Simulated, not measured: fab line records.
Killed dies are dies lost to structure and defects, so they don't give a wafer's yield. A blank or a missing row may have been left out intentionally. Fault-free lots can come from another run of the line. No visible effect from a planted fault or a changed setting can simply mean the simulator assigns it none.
Struck lot and sound lot, side by side | flow nand_harc | 17 out of 1302 route steps
Sound: the wafers L134.3, L134.5, L134.6. Struck: wafers L147.3, L147.4, L147.5. Last of all comes the cause.
For every step that has rows: the tool of each side, followed by ch and its chambers, followed by its first start. Under that, the readings that differ: sound wafers | struck wafers | difference of the means | sigmas: that difference in standard deviations of wafers without a fault.
alike: a reading whose means differ by less than 2 such deviations, as well as words and numbers matching on both sides. not compared: withheld readings; readings where some wafer has no value; bounds like >300 that might hide an equal value; numbers whose values overlap and for which the record gives no deviation.
Wherever a step has rows on one side only, a row that says differs or no value, or a row with sigmas, the two part there. Numbers that have no deviation but don't overlap get no sigmas and don't part them. A reading that every wafer of one side lacks parts them only if that side has two wafers or more.

first, 4 steps without rows for these wafers: NHARC_P_BONDPAD_HARDBAKE_10 (time 65 s); NHARC_P_BONDPAD_DESCUM_11 (chemistry O2, time 3 s); NHARC_P_BONDPAD_ETCH_37 (etches the open film in N2/H2, target depth 60 nm, overetch 18 nm, time 65.91 s); NHARC_P_BONDPAD_ETCH_12 (etches the open film in CHF3/O2, target depth 200 nm, time 100 s).
NHARC_P_BONDPAD_CD_MEAS_13:
  sound on cd_sem-02, day 6 13:51; struck on cd_sem-03, day 12 02:04
  alike: cd_nm
then, 1 step without rows for these wafers: NHARC_P_BONDPAD_STRIP_15 (strips in O2).
NHARC_P_BONDPAD_ETCH_24: etches the open film in CF4/N2, target depth 30 nm, time 72.99 s.
  sound on rie_diel-02 ch 0,2,3; struck on rie_diel-11 ch 0,2,3
  alike: chamber_pressure_mTorr, drypump_motor_current_A, oes_product_au, rf_fwd_power_W, rf_vpp_V, showerhead_plenum_p_Torr, throttle_valve_pct
  not compared: rf_hours_counter_h
then, 1 step without rows for these wafers: NHARC_P_BONDPAD_STRIP_16 (strips in post etch residue remover, time 600 s).
NHARC_P_BONDPAD_DEGAS_25: time 60 s.
  sound on pvd_sputter-03, day 6 14:29; struck on pvd_sputter-03, day 12 02:41
  alike: heater_power_w
NHARC_P_BONDPAD_PRE_CLEAN_26: time 30 s.
  sound on pvd_sputter-03; struck on pvd_sputter-03
  alike: heater_power_w
NHARC_P_BONDPAD_PVD_17: deposits TaN, target thk 5 nm, time 8.06 s.
  sound on pvd_sputter-03; struck on pvd_sputter-03
  alike: throttle_valve_pct
then, 1 step without rows for these wafers: NHARC_P_BONDPAD_PVD_27 (deposits Cu, target thk 30 nm, time 20.49 s).
NHARC_P_BONDPAD_ECD_18: material Cu, target thk 400 nm.
  sound on ecd_cu-01 ch 0,1, day 6 14:59; struck on ecd_cu-02 ch 0,1, day 12 03:09
  no value came back on the struck wafers for bath_heat_duty_pct (%), bath_temp_c (C); on the sound wafers bath_heat_duty_pct (%) reads 5.7 6.1 7.1
then, 1 step without rows for these wafers: NHARC_P_BONDPAD_ANNEAL_28 (time 90 s).
NHARC_P_BONDPAD_CMP_19: polishes, t overpolish 30 s, cu recess touch 16 s, target thk 160.81 nm.
  sound on cmp-03 ch 2,3, day 6 15:36; struck on cmp-02 ch 0,1, day 12 03:47
  alike: motor_current_A, overpolish_run_s
NHARC_P_BONDPAD_THK_MEAS_20: measures by xrf.
  sound on film_metro-02, day 6 15:56; struck on film_metro-01, day 12 04:16
  reading     | sound             | struck         | difference | sigmas
  thk_nm (nm) | 162.2 159.6 161.1 | 30.4 31.5 30.8 | -130.1     | -99 or more
  not compared: hold
after that, 1 step had no rows for these wafers: NHARC_END_SORT_01.

== WHERE THEY PART ==
At NHARC_P_BONDPAD_ECD_18 first; at NHARC_P_BONDPAD_THK_MEAS_20 last (within this record only).

WHY: what had been put in by the simulator
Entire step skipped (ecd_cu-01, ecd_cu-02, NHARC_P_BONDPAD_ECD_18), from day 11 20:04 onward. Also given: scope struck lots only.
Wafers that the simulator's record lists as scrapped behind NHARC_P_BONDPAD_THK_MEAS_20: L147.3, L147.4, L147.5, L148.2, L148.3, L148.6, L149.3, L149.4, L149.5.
